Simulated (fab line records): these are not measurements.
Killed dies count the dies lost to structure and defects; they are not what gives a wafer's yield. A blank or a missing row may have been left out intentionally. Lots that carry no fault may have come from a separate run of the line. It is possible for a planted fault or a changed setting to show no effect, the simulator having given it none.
Which of the tools did it? :: flow nand harc :: 11 lots, 33 wafers sampled, at 6 steps of a route of 1159

== WHAT THE GAUGES READ, wafer by wafer ==
NHARC_A_CHANNEL_HOLE_D1_INSPECT_40. Usual: raw defect count at 61, with a standard deviation of 16.
lot: L222
measured: day 8 10:19
on: defect inspect-01
raw defect count: 65 28 57
flag: 

lot: L225
measured: day 9 04:26
on: defect inspect-01
raw defect count: 289 308 285
flag: OFF

lot: L227
measured: day 9 22:44
on: defect inspect-01
raw defect count: 321 369 303
flag: OFF

lot: L230
measured: day 10 09:11
on: defect inspect-02
raw defect count: 359 344 303
flag: OFF

lot: L234
measured: day 11 17:55
on: defect inspect-02
raw defect count: 55 67 98
flag: 

lot: L238
measured: day 12 13:20
on: defect inspect-02
raw defect count: 61 77 97
flag: 

lot: L240
measured: day 12 13:53
on: defect inspect-01
raw defect count: 59 48 56
flag: 

lot: L239
measured: day 12 17:29
on: defect inspect-01
raw defect count: 69 92 86
flag: 

lot: L242
measured: day 13 10:17
on: defect inspect-01
raw defect count: 81 44 60
flag: 

lot: L243
measured: day 13 21:23
on: defect inspect-01
raw defect count: 66 57 85
flag: 

lot: L244
measured: day 14 02:44
on: defect inspect-01
raw defect count: 66 64 62
flag: 

NHARC_END_SORT_01. Usual: killed at array 28, standard deviation 11; killed at other 0.8, standard deviation 1.3; killed at periphery 3.6, standard deviation 2.5; killed dies 32, standard deviation 11; killed open 3.0, standard deviation 1.8; killed short 2.0, standard deviation 1.5.
lot: L225
measured: day 21 06:43
on: prober-02
killed at array: 73 84 70
killed at other: 0 0 0
killed at periphery: 4 5 3
killed dies: 77 89 73
killed open: 2 4 1
killed short: 2 1 1
flag: OFF

lot: L227
measured: day 21 12:53
on: prober-02
killed at array: 77 79 78
killed at other: 0 1 1
killed at periphery: 8 3 2
killed dies: 85 83 81
killed open: 4 3 0
killed short: 5 6 1
flag: OFF

lot: L230
measured: day 21 22:28
on: prober-01
killed at array: 85 81 86
killed at other: 1 0 0
killed at periphery: 2 6 5
killed dies: 88 87 91
killed open: 1 2 3
killed short: 0 3 2
flag: OFF

== WHICH TOOL RAN EACH LOT (tool, then ch and the chambers of the sampled wafers, then the start) ==
lot: L222
NHARC_A_CHANNEL_HOLE_D1_ETCH_39: rie diel-02 ch 0,1,3, day 8 04:39 or earlier
NHARC_A_CHANNEL_HOLE_D1_ETCH_16: rie diel-02 ch 0,1, day 8 04:39 or earlier
NHARC_A_CHANNEL_HOLE_D1_ETCH_19: har etch-02 ch 0,1, day 8 04:39
NHARC_A_CHANNEL_HOLE_D1_ETCH_44: rie diel-12 ch 0,1,3, day 8 09:22

lot: L225
NHARC_A_CHANNEL_HOLE_D1_ETCH_39: rie diel-12 ch 0,3, day 8 22:45 or earlier
NHARC_A_CHANNEL_HOLE_D1_ETCH_16: rie diel-12 ch 1,3, day 8 22:45 or earlier
NHARC_A_CHANNEL_HOLE_D1_ETCH_19: har etch-02 ch 0,1, day 8 22:45
NHARC_A_CHANNEL_HOLE_D1_ETCH_44: rie diel-02 ch 2,3, day 9 03:27

lot: L227
NHARC_A_CHANNEL_HOLE_D1_ETCH_39: rie diel-02 ch 0,1,2, day 9 16:36 or earlier
NHARC_A_CHANNEL_HOLE_D1_ETCH_16: rie diel-02 ch 0,1,2, day 9 16:36 or earlier
NHARC_A_CHANNEL_HOLE_D1_ETCH_19: har etch-02 ch 0,1, day 9 16:36
NHARC_A_CHANNEL_HOLE_D1_ETCH_44: rie diel-02 ch 1,2, day 9 21:26

lot: L230
NHARC_A_CHANNEL_HOLE_D1_ETCH_39: rie diel-02 ch 0,1, day 10 03:28 or earlier
NHARC_A_CHANNEL_HOLE_D1_ETCH_16: rie diel-02 ch 0,2,3, day 10 03:28 or earlier
NHARC_A_CHANNEL_HOLE_D1_ETCH_19: har etch-02 ch 0,1, day 10 03:28
NHARC_A_CHANNEL_HOLE_D1_ETCH_44: rie diel-12 ch 1,3, day 10 08:08

lot: L234
NHARC_A_CHANNEL_HOLE_D1_ETCH_39: rie diel-02 ch 1,3, day 11 12:11 or earlier
NHARC_A_CHANNEL_HOLE_D1_ETCH_16: rie diel-02 ch 0,1, day 11 12:11 or earlier
NHARC_A_CHANNEL_HOLE_D1_ETCH_19: har etch-01 ch 0,1, day 11 12:11
NHARC_A_CHANNEL_HOLE_D1_ETCH_44: rie diel-04 ch 0,2,3, day 11 16:52

lot: L238
NHARC_A_CHANNEL_HOLE_D1_ETCH_39: rie diel-04 ch 0,2,3, day 12 07:39 or earlier
NHARC_A_CHANNEL_HOLE_D1_ETCH_16: rie diel-04 ch 0,2,3, day 12 07:39 or earlier
NHARC_A_CHANNEL_HOLE_D1_ETCH_19: har etch-01 ch 0,1, day 12 07:39
NHARC_A_CHANNEL_HOLE_D1_ETCH_44: rie diel-04 ch 0,1,2, day 12 12:22

lot: L240
NHARC_A_CHANNEL_HOLE_D1_ETCH_39: rie diel-12 ch 1,2,3, day 12 08:01 or earlier
NHARC_A_CHANNEL_HOLE_D1_ETCH_16: rie diel-12 ch 1,3, day 12 08:01 or earlier
NHARC_A_CHANNEL_HOLE_D1_ETCH_19: har etch-02 ch 0,1, day 12 08:01
NHARC_A_CHANNEL_HOLE_D1_ETCH_44: rie diel-12 ch 1,2, day 12 12:46

lot: L239
NHARC_A_CHANNEL_HOLE_D1_ETCH_39: rie diel-12 ch 1,3, day 12 11:48 or earlier
NHARC_A_CHANNEL_HOLE_D1_ETCH_16: rie diel-12 ch 1,2, day 12 11:48 or earlier
NHARC_A_CHANNEL_HOLE_D1_ETCH_19: har etch-01 ch 0,1, day 12 11:48
NHARC_A_CHANNEL_HOLE_D1_ETCH_44: rie diel-12 ch 0,2,3, day 12 16:31

lot: L242
NHARC_A_CHANNEL_HOLE_D1_ETCH_39: rie diel-12 ch 0,1, day 13 04:36 or earlier
NHARC_A_CHANNEL_HOLE_D1_ETCH_16: rie diel-12 ch 2,3, day 13 04:36 or earlier
NHARC_A_CHANNEL_HOLE_D1_ETCH_19: har etch-02 ch 0,1, day 13 04:36
NHARC_A_CHANNEL_HOLE_D1_ETCH_44: rie diel-12 ch 0,2, day 13 09:17

lot: L243
NHARC_A_CHANNEL_HOLE_D1_ETCH_39: rie diel-04 ch 1,3, day 13 15:41 or earlier
NHARC_A_CHANNEL_HOLE_D1_ETCH_16: rie diel-04 ch 0,3, day 13 15:41 or earlier
NHARC_A_CHANNEL_HOLE_D1_ETCH_19: har etch-02 ch 0,1, day 13 15:41
NHARC_A_CHANNEL_HOLE_D1_ETCH_44: rie diel-04 ch 0,2, day 13 20:24

lot: L244
NHARC_A_CHANNEL_HOLE_D1_ETCH_39: rie diel-12 ch 0,2,3, day 13 21:01 or earlier
NHARC_A_CHANNEL_HOLE_D1_ETCH_16: rie diel-12 ch 0,2,3, day 13 21:01 or earlier
NHARC_A_CHANNEL_HOLE_D1_ETCH_19: har etch-02 ch 0,1, day 13 21:01
NHARC_A_CHANNEL_HOLE_D1_ETCH_44: rie diel-02 ch 1,3, day 14 01:42
- NHARC_A_CHANNEL_HOLE_D1_ETCH_39: etches the open film in N2/H2, target depth 260 nm, time 325 s.
- NHARC_A_CHANNEL_HOLE_D1_ETCH_16: etches the open film in O2/COS, target depth 3100 nm, time 806 s.
- NHARC_A_CHANNEL_HOLE_D1_ETCH_19: etches the open film in C4F8/O2/Ar, time 34.5 s.
- NHARC_A_CHANNEL_HOLE_D1_ETCH_44: etches the open film in CF4/O2, target depth 140 nm, overetch 14 nm, time 77 s.

== AS READ BY THE TOOLS THEMSELVES (means over the sampled wafers that have a number; for cases with no such wafer, the mark the record gives instead) ==
NHARC_A_CHANNEL_HOLE_D1_ETCH_39. Usual: drypump motor current A 5.7 A, standard deviation 0.43; oes product au 0.999 a.u., standard deviation 0.0078; rf vpp V 429.7 V, standard deviation 2.3; showerhead plenum p Torr 2.01 Torr, standard deviation 0.081; throttle valve pct 14.171 %, standard deviation 0.0095.
lot: L222
tool: rie diel-02
drypump motor current A (A): 5.4
oes product au (a.u.): 0.994
rf vpp V (V): 429.5
showerhead plenum p Torr (Torr): 1.98
throttle valve pct (%): 14.173
flag: 

lot: L225
tool: rie diel-12
drypump motor current A (A): 5.9
oes product au (a.u.): 1.004
rf vpp V (V): 429.2
showerhead plenum p Torr (Torr): 2.03
throttle valve pct (%): 14.168
flag: 

lot: L227
tool: rie diel-02
drypump motor current A (A): 5.6
oes product au (a.u.): 0.989
rf vpp V (V): 430.5
showerhead plenum p Torr (Torr): 2.04
throttle valve pct (%): 14.183
flag: 

lot: L230
tool: rie diel-02
drypump motor current A (A): 5.6
oes product au (a.u.): 0.999
rf vpp V (V): 428.7
showerhead plenum p Torr (Torr): 1.99
throttle valve pct (%): 14.160
flag: 

lot: L234
tool: rie diel-02
drypump motor current A (A): 5.4
oes product au (a.u.): 0.993
rf vpp V (V): 428.9
showerhead plenum p Torr (Torr): 1.95
throttle valve pct (%): 14.180
flag: 

lot: L238
tool: rie diel-04
drypump motor current A (A): 5.4
oes product au (a.u.): 1.003
rf vpp V (V): 429.1
showerhead plenum p Torr (Torr): 1.99
throttle valve pct (%): 14.179
flag: 

lot: L240
tool: rie diel-12
drypump motor current A (A): 5.8
oes product au (a.u.): 1.000
rf vpp V (V): 431.7
showerhead plenum p Torr (Torr): 2.05
throttle valve pct (%): 14.163
flag: 

lot: L239
tool: rie diel-12
drypump motor current A (A): 5.8
oes product au (a.u.): 1.007
rf vpp V (V): 429.0
showerhead plenum p Torr (Torr): 1.99
throttle valve pct (%): 14.169
flag: 

lot: L242
tool: rie diel-12
drypump motor current A (A): 5.9
oes product au (a.u.): 1.007
rf vpp V (V): 430.7
showerhead plenum p Torr (Torr): 2.02
throttle valve pct (%): 14.178
flag: 

lot: L243
tool: rie diel-04
drypump motor current A (A): 6.3
oes product au (a.u.): 0.998
rf vpp V (V): 428.4
showerhead plenum p Torr (Torr): 1.93
throttle valve pct (%): 14.158
flag: 

lot: L244
tool: rie diel-12
drypump motor current A (A): 6.0
oes product au (a.u.): 1.006
rf vpp V (V): 432.3
showerhead plenum p Torr (Torr): 2.08
throttle valve pct (%): 14.171
flag: 

NHARC_A_CHANNEL_HOLE_D1_ETCH_16. Usual: drypump motor current A 5.6 A, standard deviation 0.43; oes product au 1.000 a.u., standard deviation 0.0073; rf vpp V 313.7 V, standard deviation 1.8; showerhead plenum p Torr 3.09 Torr, standard deviation 0.12; throttle valve pct 28.329 %, standard deviation 0.0094.
lot: L222
tool: rie diel-02
drypump motor current A (A): 5.6
oes product au (a.u.): 1.002
rf vpp V (V): 313.5
showerhead plenum p Torr (Torr): 3.05
throttle valve pct (%): 28.328
flag: 

lot: L225
tool: rie diel-12
drypump motor current A (A): 5.8
oes product au (a.u.): 0.996
rf vpp V (V): 312.5
showerhead plenum p Torr (Torr): 3.05
throttle valve pct (%): 28.337
flag: 

lot: L227
tool: rie diel-02
drypump motor current A (A): 5.5
oes product au (a.u.): 1.000
rf vpp V (V): 314.6
showerhead plenum p Torr (Torr): 3.12
throttle valve pct (%): 28.327
flag: 

lot: L230
tool: rie diel-02
drypump motor current A (A): 5.4
oes product au (a.u.): 0.995
rf vpp V (V): 313.4
showerhead plenum p Torr (Torr): 3.11
throttle valve pct (%): 28.316
flag: 

lot: L234
tool: rie diel-02
drypump motor current A (A): 5.6
oes product au (a.u.): 0.998
rf vpp V (V): 313.5
showerhead plenum p Torr (Torr): 3.08
throttle valve pct (%): 28.328
flag: 

lot: L238
tool: rie diel-04
drypump motor current A (A): 5.4
oes product au (a.u.): 0.992
rf vpp V (V): 313.4
showerhead plenum p Torr (Torr): 3.05
throttle valve pct (%): 28.325
flag: 

lot: L240
tool: rie diel-12
drypump motor current A (A): 5.7
oes product au (a.u.): 1.006
rf vpp V (V): 313.2
showerhead plenum p Torr (Torr): 3.03
throttle valve pct (%): 28.327
flag: 

lot: L239
tool: rie diel-12
drypump motor current A (A): 5.7
oes product au (a.u.): 1.002
rf vpp V (V): 313.7
showerhead plenum p Torr (Torr): 3.12
throttle valve pct (%): 28.322
flag: 

lot: L242
tool: rie diel-12
drypump motor current A (A): 5.9
oes product au (a.u.): 1.007
rf vpp V (V): 315.3
showerhead plenum p Torr (Torr): 3.16
throttle valve pct (%): 28.327
flag: 

lot: L243
tool: rie diel-04
drypump motor current A (A): 5.5
oes product au (a.u.): 1.004
rf vpp V (V): 314.0
showerhead plenum p Torr (Torr): 3.10
throttle valve pct (%): 28.333
flag: 

lot: L244
tool: rie diel-12
drypump motor current A (A): 6.0
oes product au (a.u.): 1.002
rf vpp V (V): 314.2
showerhead plenum p Torr (Torr): 3.19
throttle valve pct (%): 28.323
flag: 

NHARC_A_CHANNEL_HOLE_D1_ETCH_19. Usual: drypump motor current A 5.67 A, standard deviation 0.13; showerhead plenum p Torr 3.78 Torr, standard deviation 0.099; throttle valve pct 37.038 %, standard deviation 0.0081.
lot: L222
tool: har etch-02
drypump motor current A (A): 5.76
showerhead plenum p Torr (Torr): 3.84
throttle valve pct (%): 37.041
flag: 

lot: L225
tool: har etch-02
drypump motor current A (A): 5.76
showerhead plenum p Torr (Torr): 3.75
throttle valve pct (%): 37.036
flag: 

lot: L227
tool: har etch-02
drypump motor current A (A): 5.81
showerhead plenum p Torr (Torr): 3.83
throttle valve pct (%): 37.037
flag: 

lot: L230
tool: har etch-02
drypump motor current A (A): 5.75
showerhead plenum p Torr (Torr): 3.74
throttle valve pct (%): 37.038
flag: 

lot: L234
tool: har etch-01
drypump motor current A (A): 5.52
showerhead plenum p Torr (Torr): 3.75
throttle valve pct (%): 37.048
flag: 

lot: L238
tool: har etch-01
drypump motor current A (A): 5.52
showerhead plenum p Torr (Torr): 3.75
throttle valve pct (%): 37.031
flag: 

lot: L240
tool: har etch-02
drypump motor current A (A): 5.75
showerhead plenum p Torr (Torr): 3.73
throttle valve pct (%): 37.041
flag: 

lot: L239
tool: har etch-01
drypump motor current A (A): 5.50
showerhead plenum p Torr (Torr): 3.75
throttle valve pct (%): 37.043
flag: 

lot: L242
tool: har etch-02
drypump motor current A (A): 5.77
showerhead plenum p Torr (Torr): 3.72
throttle valve pct (%): 37.036
flag: 

lot: L243
tool: har etch-02
drypump motor current A (A): 5.75
showerhead plenum p Torr (Torr): 3.72
throttle valve pct (%): 37.041
flag: 

lot: L244
tool: har etch-02
drypump motor current A (A): 5.77
showerhead plenum p Torr (Torr): 3.72
throttle valve pct (%): 37.047
flag: 

NHARC_A_CHANNEL_HOLE_D1_ETCH_44. Usual: cf4 flow sccm 80.01 sccm, standard deviation 0.24; drypump motor current A 5.7 A, standard deviation 0.42; oes product au 1.002 a.u., standard deviation 0.0074; rf vpp V 197.6 V, standard deviation 1.4; showerhead plenum p Torr 1.32 Torr, standard deviation 0.052; throttle valve pct 13.397 %, standard deviation 0.0085.
lot: L222
tool: rie diel-12
cf4 flow sccm (sccm): 79.70
drypump motor current A (A): 5.9
oes product au (a.u.): 0.995
rf vpp V (V): 196.7
showerhead plenum p Torr (Torr): 1.32
throttle valve pct (%): 13.399
flag: 

lot: L225
tool: rie diel-02
cf4 flow sccm (sccm): 79.98
drypump motor current A (A): 5.4
oes product au (a.u.): 0.997
rf vpp V (V): 198.1
showerhead plenum p Torr (Torr): 1.35
throttle valve pct (%): 13.407
flag: 

lot: L227
tool: rie diel-02
cf4 flow sccm (sccm): 80.25
drypump motor current A (A): 5.4
oes product au (a.u.): 0.993
rf vpp V (V): 198.4
showerhead plenum p Torr (Torr): 1.35
throttle valve pct (%): 13.398
flag: 

lot: L230
tool: rie diel-12
cf4 flow sccm (sccm): 80.23
drypump motor current A (A): 5.7
oes product au (a.u.): 0.994
rf vpp V (V): 196.8
showerhead plenum p Torr (Torr): 1.30
throttle valve pct (%): 13.396
flag: 

lot: L234
tool: rie diel-04
cf4 flow sccm (sccm): 79.98
drypump motor current A (A): 5.5
oes product au (a.u.): 1.006
rf vpp V (V): 196.8
showerhead plenum p Torr (Torr): 1.30
throttle valve pct (%): 13.402
flag: 

lot: L238
tool: rie diel-04
cf4 flow sccm (sccm): 79.84
drypump motor current A (A): 5.5
oes product au (a.u.): 1.003
rf vpp V (V): 197.8
showerhead plenum p Torr (Torr): 1.31
throttle valve pct (%): 13.399
flag: 

lot: L240
tool: rie diel-12
cf4 flow sccm (sccm): 79.88
drypump motor current A (A): 5.8
oes product au (a.u.): 1.000
rf vpp V (V): 199.5
showerhead plenum p Torr (Torr): 1.38
throttle valve pct (%): 13.405
flag: 

lot: L239
tool: rie diel-12
cf4 flow sccm (sccm): 79.55
drypump motor current A (A): 6.0
oes product au (a.u.): 1.008
rf vpp V (V): 198.1
showerhead plenum p Torr (Torr): 1.36
throttle valve pct (%): 13.393
flag: 

lot: L242
tool: rie diel-12
cf4 flow sccm (sccm): 80.13
drypump motor current A (A): 6.0
oes product au (a.u.): 1.009
rf vpp V (V): 199.9
showerhead plenum p Torr (Torr): 1.40
throttle valve pct (%): 13.395
flag: 

lot: L243
tool: rie diel-04
cf4 flow sccm (sccm): 79.80
drypump motor current A (A): 5.1
oes product au (a.u.): 1.011
rf vpp V (V): 198.0
showerhead plenum p Torr (Torr): 1.34
throttle valve pct (%): 13.398
flag: 

lot: L244
tool: rie diel-02
cf4 flow sccm (sccm): 80.01
drypump motor current A (A): 5.3
oes product au (a.u.): 0.998
rf vpp V (V): 196.3
showerhead plenum p Torr (Torr): 1.27
throttle valve pct (%): 13.395
flag: 

== THE ANSWER, worked out from the rows above alone ==
Rule: lot off if the mean of its wafers having a number is beyond 3 standard deviations from the usual mean. Also off: a lot with no number at a reading for which 4 or more lots have one. Any other lot the step has rows for is counted as sound. The gauges are gone through in route order, then the tools' own readings, and for those a lot's mean is taken as printed above. At the first step where some lot is off, the reading lying furthest off is the one used; lots without a number count as furthest.
Off at NHARC_A_CHANNEL_HOLE_D1_INSPECT_40 (raw defect count): L225, L227, L230.
A tool fits if, at a process step before that reading, it ran every lot that is off, and no sound lot after the first of them. The gauges at NHARC_A_CHANNEL_HOLE_D1_INSPECT_40 aren't tried: what is off there is off at NHARC_END_SORT_01 too, on other tools, and a gauge's error can't cause that. With no start given for some of its lots, NHARC_A_CHANNEL_HOLE_D1_ETCH_39 uses the hours and lot order of NHARC_A_CHANNEL_HOLE_D1_ETCH_19. With no start given for some of its lots, NHARC_A_CHANNEL_HOLE_D1_ETCH_16 uses the hours and lot order of NHARC_A_CHANNEL_HOLE_D1_ETCH_19. Of those tried, none fits.

== WHAT THE SIMULATOR HAD PUT IN ==
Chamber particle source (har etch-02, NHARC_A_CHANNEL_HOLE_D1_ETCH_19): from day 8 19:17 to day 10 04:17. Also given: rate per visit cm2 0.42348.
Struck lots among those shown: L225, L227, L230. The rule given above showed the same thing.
